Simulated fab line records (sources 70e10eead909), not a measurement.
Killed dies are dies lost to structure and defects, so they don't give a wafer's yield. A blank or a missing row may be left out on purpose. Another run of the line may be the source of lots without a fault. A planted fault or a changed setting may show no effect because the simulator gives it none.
fab line records    flow nandHarc
[record] lots = 7  wafers = 21  lastDay = 31
route steps=1302 shown P_M0@259 END@1302
lots that met no fault: taken from a fault-free run of the same line
startH: hours from the record's first day to the start of the lot's first wafer shown    waitH: hours from the lot's prior step to this one    " unchanged from the row above    L1.1+2: a single row standing in for several wafers    - either no value or no given start    * or withheld: withheld    < > ~ a bound
route shown NAME@n: NAME is a module with steps in the file, n the number in the route of the first one    usual: mean/standard deviation taken from wafers without a fault    same: alike in all rows    chamber/n: place in a boat    sites: each site's reading    _std_site: standard deviation across them    _edge_site: mean of outer sites minus mean of inner sites    radiusMm: for every site, how far away it sits from the centre of the wafer    mask NAME#n: copy n    behind: the last tool/chamber to shape the wafer    hold: what put the lot on hold/how long, in hours/how the hold closed    device: which transistor (n, p or np) failed to switch    end of line: the tests these same wafers got at the end of their route    a step without rows: its recipe alone    killed: at the first sort, the dies lost to defects and structure; wafer yield is something else    map: dies across one wafer; x = killed, . = not, _ = none there
set.NAME: setting as actually run; set.NAME@STEP: the setting as run at that earlier step    model.NAME: the simulator's own value behind a step, which no gauge read
lots seen at some steps along the route; tables by step, rows by wafer
services: a tool's chamber out of use, with start hour (startH, from the record's first day; less than 0 if before it), hours out, and reason
[[steps]]
[step NHARC_P_M0_EBR_05]
[step NHARC_P_M0_EXPOSE_06]
[recipe] na = 1.35  targetCdNm = 90  doseMj = 81.28  maskId = P_M0
[step NHARC_P_M0_PEB_07]
[recipe] pebTempC = 100  pebTimeS = 65
[step NHARC_P_M0_DEVELOP_08]
[recipe] developTimeS = 35  devTempC = 23
[step NHARC_P_M0_CD_MEAS_09]
[recipe] targetCdNm = 90  landingEnergyEv = 500
[usual] cdNm = 90.0/0.5
lot.wafer  tool      chamber  startH  waitH  cdNm
L113.1     cdSem-02  0        190.99  -      89.7
L113.5     "         0        "       "      89.6
L113.6     "         0        "       "      89.2
L116.2     cdSem-03  0        227.80  -      88.3
L116.3     "         0        "       "      89.3
L116.4     "         0        "       "      89.8
L117.2     cdSem-03  0        229.18  -      90.0
L117.5     "         0        "       "      89.8
L117.6     "         0        "       "      90.1
L118.1     cdSem-01  0        238.61  -      90.7
L118.3     "         0        "       "      90.8
L118.4     "         0        "       "      91.2
L119.3     cdSem-02  0        253.13  -      90.1
L119.4     "         0        "       "      90.0
L119.5     "         0        "       "      90.9
L125.3     cdSem-02  0        315.46  -      91.1
L125.4     "         0        "       "      90.1
L125.6     "         0        "       "      90.3
L126.2     cdSem-02  0        320.63  -      90.5
L126.3     "         0        "       "      90.2
L126.6     "         0        "       "      89.6
[step NHARC_P_M0_OVL_MEAS_10]
[recipe] pitchNm = 180
[usual] overlayXNm = 0.0/0.73  overlayYNm = -0.2/0.66
lot.wafer  tool        chamber  startH  waitH  overlayXNm  overlayYNm
L113.1     overlay-02  -        191.08  -      -0.5        0.1
L113.5     "           -        "       "      -0.4        -0.3
L113.6     "           -        "       "      0.0         -0.4
L116.2     overlay-01  -        227.88  -      0.6         0.6
L116.3     "           -        "       "      0.5         1.1
L116.4     "           -        "       "      0.2         0.0
L117.2     overlay-01  -        229.27  -      -1.4        -1.9
L117.5     "           -        "       "      -1.4        -1.2
L117.6     "           -        "       "      -1.7        -1.6
L118.1     overlay-02  -        238.70  -      -1.5        -1.2
L118.3     "           -        "       "      -1.1        -0.8
L118.4     "           -        "       "      -1.0        -1.2
L119.3     overlay-02  -        253.22  -      0.5         0.1
L119.4     "           -        "       "      0.5         0.4
L119.5     "           -        "       "      -0.2        0.2
L125.3     overlay-01  -        315.54  -      0.6         0.1
L125.4     "           -        "       "      1.0         0.2
L125.6     "           -        "       "      0.6         0.5
L126.2     overlay-01  -        320.72  -      -1.1        0.1
L126.3     "           -        "       "      -1.0        0.3
L126.6     "           -        "       "      -0.6        0.0
[step NHARC_P_M0_INSPECT_11]
[usual] rawDefectCount = 4.5/2.4
lot.wafer  tool              chamber  startH  waitH  rawDefectCount
L113.1     defectInspect-02  -        191.12  0.0    7
L113.5     "                 -        "       "      5
L113.6     "                 -        "       "      8
L116.2     defectInspect-01  -        227.92  0.0    3
L116.3     "                 -        "       "      1
L116.4     "                 -        "       "      2
L117.2     defectInspect-02  -        229.31  0.0    4
L117.5     "                 -        "       "      4
L117.6     "                 -        "       "      5
L118.1     defectInspect-01  -        238.74  0.0    3
L118.3     "                 -        "       "      1
L118.4     "                 -        "       "      4
L119.3     defectInspect-02  -        253.25  0.0    6
L119.4     "                 -        "       "      2
L119.5     "                 -        "       "      4
L125.3     defectInspect-02  -        315.58  0.0    7
L125.4     "                 -        "       "      3
L125.6     "                 -        "       "      2
L126.2     defectInspect-01  -        320.75  0.0    12
L126.3     "                 -        "       "      7
L126.6     "                 -        "       "      7
[step NHARC_P_M0_DESCUM_14]
[recipe] timeS = 3  o2FlowSccm = 200  arFlowSccm = 0  biasPowerW = 0  chemistry = O2
[usual] drypumpMotorCurrentA = 5.6/0.39  oesProductAu = 0.998/0.0066  rfVppV = 57.6/0.88  showerheadPlenumPTorr = 1.88/0.065  throttleValvePct = 11.312/0.0091
lot.wafer  tool        chamber  startH  waitH  drypumpMotorCurrentA  oesProductAu  rfHoursCounterH  rfVppV  showerheadPlenumPTorr  throttleValvePct
L113.1     rieDiel-01  2        191.19  0.1    5.5                   1.001         55               59.3    1.98                   11.298
L113.6     "           0        "       "      5.8                   0.999         -                56.9    1.80                   11.301
L113.5     "           1        "       "      5.2                   1.004         -                58.1    1.81                   11.325
L116.2     rieDiel-04  2        227.98  0.1    5.4                   0.989         14               57.7    1.96                   11.326
L116.3     "           3        "       "      6.2                   0.988         12               57.3    1.77                   11.307
L116.4     "           1        "       "      5.8                   0.990         13               59.9    1.98                   11.307
L117.2     rieDiel-01  0        229.38  0.1    5.8                   1.004         4                57.8    1.80                   11.298
L117.6     "           3        "       "      6.5                   0.998         -                57.1    1.83                   11.302
L117.5     "           0        "       "      5.8                   0.993         -                56.7    1.80                   11.314
L118.3     rieDiel-01  2        238.80  0.1    5.5                   0.986         6                58.6    1.97                   11.306
L118.4     "           3        "       "      6.5                   0.992         7                57.2    1.83                   11.318
L118.1     "           0        "       "      5.8                   0.994         7                57.2    1.80                   11.307
L119.4     rieDiel-04  0        253.31  0.1    5.4                   1.006         19               56.6    1.89                   11.301
L119.3     "           3        "       "      6.2                   1.001         20               57.9    1.77                   11.297
L119.5     "           1        "       "      5.8                   0.998         -                58.8    1.97                   11.308
L125.3     rieDiel-07  0        315.65  0.1    5.8                   0.992         2                57.1    1.83                   11.296
L125.4     "           1        "       "      5.3                   1.006         2                56.3    1.87                   11.304
L125.6     "           3        "       "      5.3                   0.995         -                56.7    1.91                   11.316
L126.2     rieDiel-07  1        320.81  0.1    5.4                   1.001         2                57.6    1.87                   11.308
L126.3     "           2        "       "      5.3                   1.016         2                56.9    1.93                   11.300
L126.6     "           2        "       "      5.3                   0.999         -                58.6    1.93                   11.310
[step NHARC_P_M0_ETCH_34]
[recipe] targetDepthA = 400  overetchA = 120  timeS = 43.94  ionEnergyEv = 200  n2FlowSccm = 150  h2FlowSccm = 150  arFlowSccm = 0  rfW = 400  biasW = 150  chemistry = N2/H2
[usual] drypumpMotorCurrentA = 5.6/0.4  oesProductAu = 0.999/0.0079  rfVppV = 429.7/2.1  showerheadPlenumPTorr = 2.00/0.07  throttleValvePct = 14.171/0.0096
lot.wafer  tool        chamber  startH  waitH  drypumpMotorCurrentA  oesProductAu  rfHoursCounterH  rfVppV  showerheadPlenumPTorr  throttleValvePct
L113.1     rieDiel-01  2        191.27  0.1    5.5                   0.993         55               431.8   2.11                   14.177
L113.5     "           1        "       "      5.2                   1.006         -                428.1   1.93                   14.170
L113.6     "           2        "       "      5.5                   0.991         -                432.8   2.11                   14.192
L116.2     rieDiel-04  0        228.07  0.1    5.4                   0.986         12               431.3   2.02                   14.178
L116.3     "           2        "       "      5.4                   0.991         14               433.4   2.09                   14.199
L116.4     "           3        "       "      6.2                   0.992         12               428.8   1.89                   14.171
L117.2     rieDiel-01  2        229.45  0.1    5.5                   0.998         4                433.0   2.11                   14.170
L117.6     "           2        "       "      5.5                   1.004         -                432.0   2.11                   14.165
L117.5     "           3        "       "      6.5                   1.009         -                428.7   1.95                   14.170
L118.3     rieDiel-01  3        238.89  0.1    6.5                   1.004         7                429.3   1.95                   14.172
L118.1     "           0        "       "      5.9                   0.993         7                426.5   1.91                   14.173
L118.4     "           1        "       "      5.2                   0.990         6                425.7   1.92                   14.174
L119.3     rieDiel-04  2        253.40  0.1    5.4                   0.994         22               432.8   2.09                   14.178
L119.4     "           3        "       "      6.3                   0.996         20               427.8   1.88                   14.186
L119.5     "           1        "       "      5.8                   0.994         -                431.9   2.10                   14.176
L125.3     rieDiel-07  2        315.72  0.1    5.3                   1.020         2                430.3   2.06                   14.164
L125.4     "           3        "       "      5.3                   0.992         2                432.5   2.04                   14.177
L125.6     "           3        "       "      5.3                   1.002         -                429.7   2.04                   14.187
L126.3     rieDiel-07  2        320.90  0.1    5.3                   1.027         2                431.5   2.06                   14.172
L126.2     "           1        "       "      5.4                   1.003         2                427.6   1.99                   14.182
L126.6     "           3        "       "      5.3                   0.997         -                430.6   2.04                   14.169
[step NHARC_P_M0_ETCH_15]
[recipe] targetDepthA = 1500  overetchA = 150  timeS = 82.5  c4f8FlowSccm = withheld  arFlowSccm = 400  rfW = 600  biasW = 300  chemistry = C4F8/Ar
[usual] oesProductAu = 0.957/0.023  rfVppV = 439.9/2.2
lot.wafer  tool        chamber  startH  waitH  oesProductAu  rfHoursCounterH  rfVppV
L113.1     rieDiel-01  0        -       -      0.925         53               437.6
L113.5     "           1        "       "      0.930         -                437.7
L113.6     "           2        "       "      0.923         -                442.3
L116.4     rieDiel-04  0        -       -      0.973         12               441.3
L116.3     "           1        "       "      0.972         13               443.6
L116.2     "           3        "       "      0.951         12               437.7
L117.2     rieDiel-01  0        -       -      0.954         4                436.3
L117.6     "           3        "       "      0.971         -                438.9
L117.5     "           0        "       "      0.958         -                439.0
L118.3     rieDiel-01  3        -       -      0.956         7                437.4
L118.1     "           1        "       "      0.971         6                438.3
L118.4     "           2        "       "      0.951         6                441.9
L119.4     rieDiel-04  0        -       -      0.958         19               441.7
L119.3     "           2        "       "      0.971         22               442.9
L119.5     "           0        "       "      0.969         -                440.6
L125.4     rieDiel-07  1        -       -      0.988         2                439.3
L125.3     "           0        "       "      0.961         2                440.1
L125.6     "           2        "       "      0.987         -                442.2
L126.3     rieDiel-07  0        -       -      0.984         2                438.2
L126.2     "           1        "       "      0.970         2                439.4
L126.6     "           1        "       "      0.968         -                439.3
[step NHARC_P_M0_CD_MEAS_16]
[usual] cdNm = 90.0/0.62
lot.wafer  tool      chamber  startH  waitH  cdNm
L113.1     cdSem-01  -        191.48  -      89.2
L113.5     "         -        "       "      89.8
L113.6     "         -        "       "      89.7
L116.2     cdSem-02  -        228.28  -      88.9
L116.3     "         -        "       "      89.5
L116.4     "         -        "       "      90.0
L117.2     cdSem-03  -        229.67  -      89.7
L117.5     "         -        "       "      89.5
L117.6     "         -        "       "      90.1
L118.1     cdSem-02  -        239.10  -      90.4
L118.3     "         -        "       "      90.7
L118.4     "         -        "       "      90.7
L119.3     cdSem-02  -        253.62  -      90.4
L119.4     "         -        "       "      90.3
L119.5     "         -        "       "      90.5
L125.3     cdSem-03  -        315.94  -      90.7
L125.4     "         -        "       "      90.6
L125.6     "         -        "       "      89.7
L126.2     cdSem-03  -        321.12  -      91.2
L126.3     "         -        "       "      90.3
L126.6     "         -        "       "      89.4
[step NHARC_P_M0_STRIP_18]
[recipe] powerW = 1000  n2FlowSccm = 150  h2FlowSccm = 150  arFlowSccm = 0  biasW = 0  chemistry = N2/H2
[usual] chamberPressureMTorr = 30.001/0.025  drypumpMotorCurrentA = 5.6/0.38  oesProductAu = 0.998/0.0075  rfVppV = 90.4/0.91  showerheadPlenumPTorr = 2.01/0.072  throttleValvePct = 14.171/0.009
[same] biasW = 0
lot.wafer  tool        chamber  startH  waitH  chamberPressureMTorr  drypumpMotorCurrentA  oesProductAu  rfHoursCounterH  rfVppV  showerheadPlenumPTorr  throttleValvePct
L113.1     rieDiel-04  1        191.55  0.1    29.991                5.8                   0.991         0                90.5    2.11                   14.167
L113.6     "           1        "       "      29.987                5.8                   0.994         -                92.2    2.11                   14.168
L113.5     "           2        "       "      29.995                5.4                   0.993         -                90.2    2.10                   14.194
L116.3     rieDiel-01  2        228.38  0.1    30.027                5.5                   1.001         4                91.7    2.11                   14.165
L116.4     "           3        "       "      30.001                6.5                   1.010         5                89.2    1.95                   14.178
L116.2     "           0        "       "      30.006                5.8                   0.999         4                89.8    1.91                   14.176
L117.2     rieDiel-07  1        229.80  0.1    29.961                5.3                   0.999         22               89.1    1.99                   14.182
L117.6     "           3        "       "      29.999                5.3                   0.996         -                92.4    2.04                   14.183
L117.5     "           0        "       "      29.981                5.8                   1.004         -                90.6    1.96                   14.171
L118.3     rieDiel-07  3        239.17  0.1    30.024                5.3                   0.997         22               89.7    2.04                   14.181
L118.1     "           1        "       "      29.943                5.4                   1.000         23               90.2    1.99                   14.174
L118.4     "           2        "       "      30.044                5.3                   1.002         25               92.1    2.06                   14.159
L119.4     rieDiel-07  1        253.69  0.1    29.984                5.4                   1.004         27               90.4    1.99                   14.190
L119.3     "           0        "       "      30.013                5.8                   1.005         24               91.5    1.96                   14.162
L119.5     "           2        "       "      29.999                5.3                   1.004         -                90.4    2.06                   14.166
L125.3     rieDiel-07  1        316.04  0.1    29.953                5.4                   1.004         2                90.4    1.99                   14.168
L125.4     "           2        "       "      30.005                5.3                   1.006         2                90.6    2.06                   14.165
L125.6     "           0        "       "      30.019                5.8                   1.013         -                91.0    1.95                   14.156
L126.3     rieDiel-04  2        321.24  0.1    29.985                5.4                   0.985         43               90.6    2.08                   14.167
L126.2     "           3        "       "      30.011                6.3                   0.994         41               89.4    1.88                   14.177
L126.6     "           0        "       "      29.967                5.4                   0.996         -                89.8    2.01                   14.178
[step NHARC_P_M0_STRIP_19]
[recipe] timeS = 600  tempC = 30  chemistry = postEtchResidueRemover
[usual] bathHeatDutyPct = 12.9/1.6  runLengthS = 603.4/1.1
lot.wafer  tool         chamber  startH  waitH  bathHeatDutyPct  runLengthS
L113.1     wetBench-09  3        191.84  -      11.8             603.0
L113.5     "            5        "       "      10.8             602.0
L113.6     "            6        "       "      11.4             602.7
L116.2     wetBench-06  7        228.63  -      -                -
L116.4     "            1        "       "      -                -
L116.3     "            3        "       "      -                -
L117.2     wetBench-09  7        230.02  -      -                -
L117.6     "            0        "       "      -                -
L117.5     "            2        "       "      -                -
L118.1     wetBench-01  6        239.44  -      -                -
L118.4     "            7        "       "      -                -
L118.3     "            1        "       "      -                -
L119.4     wetBench-01  0        253.97  -      12.0             602.1
L119.5     "            2        "       "      10.2             603.7
L119.3     "            4        "       "      12.1             602.2
L125.4     wetBench-01  2        316.28  -      10.3             603.0
L125.3     "            3        "       "      11.7             604.5
L125.6     "            6        "       "      14.1             603.5
L126.6     wetBench-09  1        321.48  -      11.3             603.7
L126.2     "            2        "       "      11.7             604.7
L126.3     "            4        "       "      16.0             604.0
[step NHARC_P_M0_DEGAS_28]
[recipe] tempC = 250  timeS = 60
[usual] heaterPowerW = 337/40
lot.wafer  tool           chamber  startH  waitH  heaterPowerW
L113.1     pvdSputter-02  -        192.12  -      346
L113.6     "              -        "       "      330
L113.5     "              -        "       "      273
L116.2     pvdSputter-02  -        228.90  0.3    350
L116.3     "              -        "       "      325
L116.4     "              -        "       "      274
L117.2     pvdSputter-03  -        230.29  0.3    318
L117.5     "              -        "       "      375
L117.6     "              -        "       "      320
L118.3     pvdSputter-02  -        239.71  0.2    274
L118.4     "              -        "       "      401
L118.1     "              -        "       "      356
L119.4     pvdSputter-03  -        254.24  -      326
L119.3     "              -        "       "      378
L119.5     "              -        "       "      318
L125.4     pvdSputter-03  -        316.57  -      320
L125.3     "              -        "       "      320
L125.6     "              -        "       "      384
L126.3     pvdSputter-01  -        321.73  -      302
L126.2     "              -        "       "      374
L126.6     "              -        "       "      296
[step NHARC_END_SORT_01]
[recipe] tempC = 25
[usual] defectLimitedYield = 91/3  killedAtArray = 56/20  killedAtOther = 1/1.3  killedAtPeriphery = 3.5/2.7  killedDies = 60/20  killedOpen = 3.3/1.6  killedShort = 2.4/1.5
[same] grossDies = 677
lot.wafer  tool       chamber  startH  waitH  defectLimitedYield[%]  killedAtArray  killedAtOther  killedAtPeriphery  killedDies  killedOpen  killedShort
L113.1     prober-02  0        625.17  2.4    90                     57             1              7                  65          6           5
L113.5     prober-02  0        628.39  3.7    89                     66             3              6                  75          7           3
L113.6     prober-02  0        629.19  4.0    93                     38             3              4                  45          1           4
L117.2     prober-01  0        656.01  2.8    92                     51             1              2                  54          2           2
L117.5     prober-01  0        658.45  3.7    92                     48             2              3                  53          1           5
L117.6     prober-01  0        659.26  4.1    91                     60             0              2                  62          2           1
L116.2     prober-02  0        656.07  2.8    91                     56             4              2                  62          4           1
L116.3     prober-02  0        656.87  3.1    92                     51             1              1                  53          2           3
L116.4     prober-02  0        657.68  3.4    91                     59             0              2                  61          4           2
L118.1     prober-02  0        677.61  2.5    90                     61             2              4                  67          2           3
L118.3     prober-02  0        679.20  3.1    90                     65             0              3                  68          1           2
L118.4     prober-02  0        680.00  3.4    93                     43             0              6                  49          1           1
L119.3     prober-01  0        679.15  3.1    88                     72             0              6                  78          4           2
L119.4     prober-01  0        679.95  3.4    85                     91             1              10                 102         4           1
L119.5     prober-01  0        680.75  3.7    86                     83             1              10                 94          4           0
L126.2     prober-02  0        749.41  2.8    93                     40             0              7                  47          2           1
L126.3     prober-02  0        750.20  3.1    94                     31             0              8                  39          4           2
L126.6     prober-02  0        752.56  3.9    95                     29             1              4                  34          2           0
L125.3     prober-01  0        750.28  3.1    89                     71             1              0                  72          5           2
L125.4     prober-01  0        751.09  3.4    89                     68             4              1                  73          1           3
L125.6     prober-01  0        752.69  4.0    88                     82             1              0                  83          5           1
// killed by level:class
L113.1 A_CHANNEL_HOLE_D1:chamberFilmFlake=19 A_CHANNEL_HOLE_D2:chamberFilmFlake=11 A_CONTACT:chamberFilmFlake=9 A_WL_FILL:chamberFilmFlake=7 P_STI:chamberFilmFlake=3 A_ONON_D2:geometricParticle:short=2 A_BLC:geometricParticle:open=2 P_CONTACT:geometricParticle:open=1
L113.5 A_CHANNEL_HOLE_D1:chamberFilmFlake=36 A_CHANNEL_HOLE_D2:chamberFilmFlake=13 A_CONTACT:chamberFilmFlake=6 THIN_TSV:chamberFilmFlake=3 P_GATE:geometricParticle:open=2 P_CONTACT:chamberFilmFlake=2 A_M1:chamberFilmFlake=2 A_SOURCE_PLATE:geometricParticle:short=1
L113.6 A_CHANNEL_HOLE_D1:chamberFilmFlake=17 A_CHANNEL_HOLE_D2:chamberFilmFlake=8 A_CONTACT:chamberFilmFlake=6 THIN_TSV:chamberFilmFlake=3 A_WL_FILL:chamberFilmFlake=2 P_STI:geometricParticle:short=1 P_CONTACT:geometricParticle:open=1 A_SOURCE_PLATE:geometricParticle:short=1
L117.2 A_CHANNEL_HOLE_D2:chamberFilmFlake=23 A_CHANNEL_HOLE_D1:chamberFilmFlake=16 A_STAIRCASE:chamberFilmFlake=3 A_CONTACT:chamberFilmFlake=3 P_STI:chamberFilmFlake=2 A_SOURCE_PLATE:geometricParticle:short=1 A_ONON_D2:geometricParticle:open=1 A_CHANNEL_HOLE_D2:geometricParticle:open=1
L116.2 A_SLIT:chamberFilmFlake=35 A_CHANNEL_HOLE_D1:chamberFilmFlake=6 THIN_TSV:chamberFilmFlake=4 A_M0:geometricParticle:open=3 A_CHANNEL_HOLE_D2:chamberFilmFlake=3 P_GATE:chamberFilmFlake=2 A_CHANNEL_FILL_D1:chamberFilmFlake=2 A_STAIRCASE:chamberFilmFlake=2
L116.3 A_SLIT:chamberFilmFlake=28 A_CHANNEL_HOLE_D1:chamberFilmFlake=6 A_STAIRCASE:chamberFilmFlake=4 A_CHANNEL_HOLE_D2:chamberFilmFlake=3 A_CHANNEL_HOLE_D2:unspecified=2 A_BLC:chamberFilmFlake=2 P_CONTACT:geometricParticle:open=1 A_ONON_D1:geometricParticle:short=1
L116.4 A_SLIT:chamberFilmFlake=34 A_CHANNEL_HOLE_D2:chamberFilmFlake=7 A_ZERO_WELL:chamberFilmFlake=3 A_CHANNEL_HOLE_D1:chamberFilmFlake=3 A_STAIRCASE:chamberFilmFlake=3 P_M0:geometricParticle:open=2 A_M1:chamberFilmFlake=2 A_CHANNEL_FILL_D1:geometricParticle:short=1
L117.5 A_CHANNEL_HOLE_D2:chamberFilmFlake=20 A_CHANNEL_HOLE_D1:chamberFilmFlake=19 A_SGD_CUT:geometricParticle:short=2 A_STAIRCASE:chamberFilmFlake=2 THIN_TSV:chamberFilmFlake=2 P_M1:geometricParticle:short=1 A_CHANNEL_HOLE_D1:geometricParticle:open=1 A_ONON_D2:geometricParticle:short=1
L117.6 A_CHANNEL_HOLE_D1:chamberFilmFlake=33 A_CHANNEL_HOLE_D2:chamberFilmFlake=21 A_STAIRCASE:chamberFilmFlake=3 P_GATE:geometricParticle:open=1 A_ONON_D1:geometricParticle:short=1 A_M0:geometricParticle:open=1 P_STI:chamberFilmFlake=1 A_CONTACT:chamberFilmFlake=1
L118.1 A_CHANNEL_HOLE_D1:chamberFilmFlake=37 A_CHANNEL_HOLE_D2:chamberFilmFlake=15 P_CONTACT:chamberFilmFlake=2 A_STAIRCASE:chamberFilmFlake=2 A_CONTACT:chamberFilmFlake=2 P_M0:geometricParticle:open=1 A_DECK1_JOINT:geometricParticle:short=1 A_CHANNEL_FILL_D2:geometricParticle:open=1
L119.3 A_SLIT:chamberFilmFlake=32 A_CHANNEL_HOLE_D1:chamberFilmFlake=18 A_CHANNEL_HOLE_D2:chamberFilmFlake=10 P_ZERO_WELL:chamberFilmFlake=3 P_BONDPAD:chamberFilmFlake=2 A_CONTACT:chamberFilmFlake=2 A_WL_FILL:chamberFilmFlake=2 A_SOURCE_PLATE:geometricParticle:short=1
L118.3 A_CHANNEL_HOLE_D1:chamberFilmFlake=36 A_CHANNEL_HOLE_D2:chamberFilmFlake=16 A_CONTACT:chamberFilmFlake=4 A_SLIT:chamberFilmFlake=3 A_STAIRCASE:chamberFilmFlake=2 A_M0:chamberFilmFlake=2 P_CONTACT:geometricParticle:short=1 P_M0:geometricParticle:open=1
L119.4 A_SLIT:chamberFilmFlake=36 A_CHANNEL_HOLE_D1:chamberFilmFlake=29 A_CHANNEL_HOLE_D2:chamberFilmFlake=16 P_BONDPAD:chamberFilmFlake=5 A_CONTACT:chamberFilmFlake=3 P_STI:chamberFilmFlake=2 P_GATE:geometricParticle:open=1 A_CHANNEL_HOLE_D1:geometricParticle:open=1
L118.4 A_CHANNEL_HOLE_D1:chamberFilmFlake=21 A_CHANNEL_HOLE_D2:chamberFilmFlake=14 P_M1:chamberFilmFlake=5 A_CONTACT:chamberFilmFlake=3 A_WL_FILL:geometricParticle:open=1 A_M0:geometricParticle:short=1 P_ZERO_WELL:chamberFilmFlake=1 A_DECK1_JOINT:chamberFilmFlake=1
L119.5 A_CHANNEL_HOLE_D1:chamberFilmFlake=31 A_SLIT:chamberFilmFlake=28 A_CHANNEL_HOLE_D2:chamberFilmFlake=14 P_BONDPAD:chamberFilmFlake=5 P_ZERO_WELL:chamberFilmFlake=3 A_STAIRCASE:chamberFilmFlake=2 A_CONTACT:chamberFilmFlake=2 A_ONON_D2:geometricParticle:open=1
L126.2 A_CHANNEL_HOLE_D1:chamberFilmFlake=13 A_STAIRCASE:chamberFilmFlake=7 A_CONTACT:chamberFilmFlake=6 A_SLIT:chamberFilmFlake=5 P_CONTACT:chamberFilmFlake=5 A_SGD_CUT:chamberFilmFlake=3 A_CHANNEL_FILL_D2:chamberFilmFlake=2 P_M0:geometricParticle:open=1
L126.3 A_CHANNEL_HOLE_D1:chamberFilmFlake=16 A_CONTACT:chamberFilmFlake=7 P_CONTACT:chamberFilmFlake=3 P_M0:geometricParticle:open=2 P_STI:chamberFilmFlake=2 P_M0:geometricParticle:short=1 A_ONON_D2:geometricParticle:short=1 A_CHANNEL_FILL_D2:geometricParticle:open=1
L125.3 A_SLIT:chamberFilmFlake=23 A_CHANNEL_HOLE_D2:chamberFilmFlake=16 A_CHANNEL_HOLE_D1:chamberFilmFlake=11 A_CONTACT:chamberFilmFlake=8 A_CHANNEL_FILL_D1:chamberFilmFlake=4 A_DECK1_JOINT:geometricParticle:open=2 A_CHANNEL_FILL_D2:geometricParticle:open=2 A_CHANNEL_FILL_D1:geometricParticle:open=1
L125.4 A_SLIT:chamberFilmFlake=28 A_CHANNEL_HOLE_D2:chamberFilmFlake=24 A_CHANNEL_HOLE_D1:chamberFilmFlake=7 A_CONTACT:chamberFilmFlake=4 THIN_TSV:chamberFilmFlake=3 A_STAIRCASE:chamberFilmFlake=2 P_M0:geometricParticle:short=1 A_ONON_D1:geometricParticle:short=1
L126.6 A_CHANNEL_HOLE_D1:chamberFilmFlake=18 P_CONTACT:chamberFilmFlake=4 A_CONTACT:chamberFilmFlake=4 A_STAIRCASE:chamberFilmFlake=3 A_WL_FILL:geometricParticle:open=1 A_M1:geometricParticle:open=1 A_CHANNEL_FILL_D1:chamberFilmFlake=1 A_WL_FILL:chamberFilmFlake=1
L125.6 A_SLIT:chamberFilmFlake=32 A_CHANNEL_HOLE_D2:chamberFilmFlake=27 A_CHANNEL_HOLE_D1:chamberFilmFlake=9 A_CHANNEL_FILL_D1:chamberFilmFlake=3 A_CONTACT:chamberFilmFlake=3 A_ONON_D2:geometricParticle:open=2 A_ONON_D1:geometricParticle:open=1 A_CHANNEL_HOLE_D1:geometricParticle:open=1
[[services]]
tool           chamber  startH  hours  kind
pvdSputter-03  -        170.00  10.0   pm
rieDiel-07     0        175.29  -      clean
rieDiel-07     1        175.29  -      clean
rieDiel-07     2        175.29  -      clean
rieDiel-07     3        175.29  -      clean
wetBench-09    -        176.80  8.0    pm
rieDiel-04     -        177.97  9.0    pm
rieDiel-01     0        182.84  -      clean
wetBench-06    -        201.97  8.0    pm
rieDiel-01     -        203.80  9.0    pm
pvdSputter-03  -        210.82  1.1    repair
pvdSputter-01  -        226.00  10.0   pm
rieDiel-01     -        241.30  0.4    repair
rieDiel-04     -        248.66  0.2    repair
rieDiel-01     2        252.71  5.5    repair
pvdSputter-03  -        252.93  0.6    repair
rieDiel-01     -        276.69  1.2    repair
wetBench-01    -        277.60  8.0    pm
pvdSputter-02  -        282.00  10.0   pm
wetBench-06    -        290.74  3.6    repair
pvdSputter-03  -        290.96  5.5    repair
rieDiel-07     -        294.29  9.0    pm
pvdSputter-02  -        303.07  4.6    repair
rieDiel-07     2        307.44  6.2    repair
[[key]]
[firstSign] step = NHARC_P_M0_STRIP_19  reading = toolRecord  direction = missing
effect none on later readings
metAt NHARC_P_M0_STRIP_19
struckWafers L116.2,L116.3,L116.4,L117.2,L117.5,L117.6,L118.1,L118.3,L118.4
onsetBetween 191.84 228.63
[fault] kind = skippedStepWhole  tool = wetBench-01,wetBench-06,wetBench-09  chamber = -  onsetH = 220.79  steps = NHARC_P_M0_STRIP_19  scope = struckLotsOnly
